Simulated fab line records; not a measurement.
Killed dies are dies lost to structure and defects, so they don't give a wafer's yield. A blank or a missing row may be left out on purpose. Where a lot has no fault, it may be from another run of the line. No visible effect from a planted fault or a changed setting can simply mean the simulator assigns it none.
Which of the tools did it?    flow n5Finfet    14 lots, 40 wafers sampled, at 4 steps of a route of 1938

WHAT EACH GAUGE READ, for each wafer
The record holds no reading of a measuring or inspecting step that can be judged against a usual standard deviation.

TOOL THAT RAN EACH LOT (tool first, then ch and the chambers of the sampled wafers, then the start)
lot   N5_BEOL_M0_SPUTTER_141       N5_BEOL_M1_PECVD_72              N5_BEOL_M1_HM_DEP_02         N5_BEOL_M1_DEVELOP_10
L807  pvdSputter-03, day 6 03:08   pecvd-01 ch 0,1,2, day 6 04:35   pvdSputter-02, day 6 06:25   lithoTrack-05 ch 0, day 6 06:45
L809  pvdSputter-03, day 6 18:40   pecvd-02 ch 0,1, day 6 19:52     pvdSputter-03, day 6 21:07   lithoTrack-04 ch 0, day 6 21:35
L810  pvdSputter-03, day 6 20:56   pecvd-02 ch 0,1,2, day 6 22:23   pvdSputter-01, day 6 22:58   lithoTrack-05 ch 0, day 6 23:22
L811  pvdSputter-02, day 7 00:13   pecvd-01 ch 0,2, day 7 01:50     pvdSputter-01, day 7 02:40   lithoTrack-04 ch 0, day 7 03:00
L812  pvdSputter-02, day 7 06:34   pecvd-02 ch 0,2, day 7 08:11     pvdSputter-03, day 7 08:16   lithoTrack-03 ch 0, day 7 08:45
L813  pvdSputter-02, day 7 16:07   pecvd-02 ch 0,1,2, day 7 17:21   pvdSputter-03, day 7 18:26   lithoTrack-04 ch 0, day 7 18:47
L814  pvdSputter-02, day 7 20:38   pecvd-01 ch 0,2, day 7 22:41     pvdSputter-02, day 8 00:05   lithoTrack-05, day 8 00:25
L815  pvdSputter-02, day 8 09:17   pecvd-03 ch 0,1, day 8 10:30     pvdSputter-02, day 8 11:25   lithoTrack-03, day 8 11:53
L816  pvdSputter-02, day 8 12:08   pecvd-01 ch 0,1, day 8 13:24     pvdSputter-01, day 8 15:44   lithoTrack-04 ch 0, day 8 16:05
L823  pvdSputter-01, day 10 01:10  pecvd-03 ch 0,2, day 10 02:26    pvdSputter-02, day 10 02:37  lithoTrack-03 ch 0, day 10 02:56
L826  pvdSputter-03, day 10 18:53  pecvd-03 ch 1,2, day 10 20:23    pvdSputter-03, day 10 21:36  lithoTrack-03 ch 0, day 10 22:08
L825  pvdSputter-03, day 10 19:19  pecvd-01 ch 0,1,2, day 10 20:37  pvdSputter-03, day 10 22:00  lithoTrack-04 ch 0, day 10 22:20
L827  pvdSputter-01, day 11 06:22  pecvd-02 ch 0,1,2, day 11 07:49  pvdSputter-02, day 11 07:53  lithoTrack-03 ch 0, day 11 08:20
L828  pvdSputter-02, day 11 08:20  pecvd-02 ch 0,2, day 11 09:49    pvdSputter-02, day 11 09:53  lithoTrack-03 ch 0, day 11 10:20
- N5_BEOL_M0_SPUTTER_141: material Cu, target thk 4 nm, time 7.37 s.
- N5_BEOL_M1_PECVD_72: deposits SiO2 from TEOS/O2, target thk 16 nm, time 18 s.
- N5_BEOL_M1_HM_DEP_02: deposits TiN, target thk 20 nm.
- N5_BEOL_M1_DEVELOP_10: develop time 30 s.

WHAT THE TOOLS THEMSELVES READ (means of the sampled wafers that have a number; where no wafer has one, the mark that the record gives instead)
N5_BEOL_M0_SPUTTER_141. Usual: throttleValvePct at 30.0 %, with a standard deviation of 0.93.
lot   tool           throttleValvePct (%)  flag
L807  pvdSputter-03  30.0                  
L809  pvdSputter-03  30.0                  
L810  pvdSputter-03  29.8                  
L811  pvdSputter-02  30.4                  
L812  pvdSputter-02  30.4                  
L813  pvdSputter-02  30.3                  
L814  pvdSputter-02  30.5                  
L815  pvdSputter-02  30.3                  
L816  pvdSputter-02  30.4                  
L823  pvdSputter-01  30.5                  
L826  pvdSputter-03  29.1                  
L825  pvdSputter-03  30.0                  
L827  pvdSputter-01  29.5                  
L828  pvdSputter-02  30.4                  

N5_BEOL_M1_PECVD_72. Usual: heaterPowerW 674 W, standard deviation 61; showerheadPlenumPTorr 8.76 Torr, standard deviation 0.055; showerheadVppV 1342 V, standard deviation 36; throttleValvePct 21.6 %, standard deviation 0.66.
lot   tool      heaterPowerW (W)  showerheadPlenumPTorr (Torr)  showerheadVppV (V)  throttleValvePct (%)  flag
L807  pecvd-01  640               8.78                          1356                21.7                  
L809  pecvd-02  641               8.72                          1319                22.1                  
L810  pecvd-02  654               8.74                          1334                21.7                  
L811  pecvd-01  671               8.74                          1333                21.4                  
L812  pecvd-02  694               8.75                          1363                21.2                  
L813  pecvd-02  689               8.74                          1337                21.7                  
L814  pecvd-01  634               8.75                          1343                21.6                  
L815  pecvd-03  622               8.81                          1344                21.1                  
L816  pecvd-01  654               8.78                          1377                21.9                  
L823  pecvd-03  704               8.84                          1313                21.8                  
L826  pecvd-03  655               8.72                          1294                21.5                  
L825  pecvd-01  651               8.76                          1363                21.7                  
L827  pecvd-02  675               8.75                          1352                21.8                  
L828  pecvd-02  646               8.77                          1362                21.5                  

N5_BEOL_M1_HM_DEP_02. Usual: throttleValvePct at 29.9 %, with a standard deviation of 0.93.
lot   tool           throttleValvePct (%)  flag
L807  pvdSputter-02  30.2                  
L809  pvdSputter-03  29.8                  
L810  pvdSputter-01  29.4                  
L811  pvdSputter-01  29.1                  
L812  pvdSputter-03  29.9                  
L813  pvdSputter-03  29.8                  
L814  pvdSputter-02  30.5                  
L815  pvdSputter-02  30.4                  
L816  pvdSputter-01  29.5                  
L823  pvdSputter-02  30.3                  
L826  pvdSputter-03  30.2                  
L825  pvdSputter-03  29.7                  
L827  pvdSputter-02  30.4                  
L828  pvdSputter-02  30.4                  

N5_BEOL_M1_DEVELOP_10. Usual: chillPlateTempC at 23.00 C, with a standard deviation of 0.097.
lot   tool           chillPlateTempC (C)  flag
L807  lithoTrack-05  22.97                
L809  lithoTrack-04  23.03                
L810  lithoTrack-05  23.02                
L811  lithoTrack-04  23.01                
L812  lithoTrack-03  22.92                
L813  lithoTrack-04  22.95                
L814  lithoTrack-05  -                    OFF
L815  lithoTrack-03  -                    OFF
L816  lithoTrack-04  23.07                
L823  lithoTrack-03  22.93                
L826  lithoTrack-03  23.12                
L825  lithoTrack-04  22.86                
L827  lithoTrack-03  22.91                
L828  lithoTrack-03  23.07                

THE ANSWER, worked out from the rows above alone
Rule: lot off if the mean of its wafers having a number is beyond 3 standard deviations from the usual mean. A lot without any number at a reading at which 4 lots or more have one is off too. All remaining lots with rows at the step are treated as sound. Order of review: gauges by route order, followed by the tools' own readings, for which a lot's mean as printed above is used. The first step at which some lot is off is used, and at that step the reading that is off furthest; a lot without a number counts as furthest.
Off at N5_BEOL_M1_DEVELOP_10 (chillPlateTempC): L814, L815. Without a number there: L814, L815.
A tool fits if, at that step or a process step before it, it ran every lot that is off, and no sound lot after the first of them. Of those tried, none fits.

WHAT WAS PUT IN BY THE SIMULATOR
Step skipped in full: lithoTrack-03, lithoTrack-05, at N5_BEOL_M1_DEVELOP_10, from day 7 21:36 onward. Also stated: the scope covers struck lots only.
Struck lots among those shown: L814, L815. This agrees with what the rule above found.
